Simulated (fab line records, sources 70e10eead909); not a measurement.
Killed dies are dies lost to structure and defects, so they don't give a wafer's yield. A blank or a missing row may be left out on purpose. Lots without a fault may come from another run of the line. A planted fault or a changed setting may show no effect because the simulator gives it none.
Chamber matching | flow nand_harc | NHARC_A_BLC_CMP_25 on cmp-04: 4 sister chambers
The step polishes, t overpolish 30 s, target thk 150 nm. 8 wafers are shown with their chamber, then 10 later ones without.

WAFERS WITH THEIR CHAMBER
wafer  | chamber | motor_current_A (A) | overpolish_run_s (s)
L079.1 | 3       | 11.6                | 30.007
L087.1 | 2       | 11.8                | 30.007
L087.6 | 0       | 14.0                | 30.003
L088.2 | 1       | 12.0                | 29.998
L088.3 | 2       | 11.3                | 30.005
L088.5 | 0       | 14.6                | 29.992
L091.1 | 1       | 12.7                | 30.007
L091.5 | 3       | 11.8                | 29.993

WAFERS WITHOUT THEIR CHAMBER
wafer  | motor_current_A (A) | overpolish_run_s (s)
L091.6 | 13.9                | 29.994
L090.2 | 11.8                | 29.998
L090.3 | 14.3                | 30.013
L090.5 | 11.7                | 29.989
L093.1 | 14.4                | 29.992
L093.2 | 11.1                | 29.989
L093.3 | 11.6                | 29.993
L094.2 | 11.7                | 30.010
L094.4 | 12.3                | 29.999
L094.5 | 14.8                | 29.983

WHICH CHAMBER EACH WENT THROUGH
wafer  | from the rows above          | in truth
L091.6 | 0                            | 0
L090.2 | can't be placed: 3 or 2 or 1 | 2
L090.3 | 0                            | 0
L090.5 | can't be placed: 3 or 2 or 1 | 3
L093.1 | 0                            | 0
L093.2 | can't be placed: 3 or 2 or 1 | 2
L093.3 | can't be placed: 3 or 2 or 1 | 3
L094.2 | can't be placed: 2 or 3 or 1 | 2
L094.4 | can't be placed: 1 or 3 or 2 | 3
L094.5 | 0                            | 0
Placed correctly: 4 of 10. Can't be placed from these rows: 6 (the true chamber is among the candidates in 6). Placed wrongly: 0.
How it was worked out, from the rows above alone: a wafer's distance from a chamber is the root of the sum, over the readings, of the square of ((its reading less the chamber's mean) divided by the reading's scatter). The wafer belongs to the nearest chamber; if the next one is less than 2 further off, it can't be placed. A chamber's mean is the mean of its shown wafers. The scatter: the root of (the sum of the squares of (reading less its chamber's mean) over the shown wafers, divided by (wafers less chambers)).
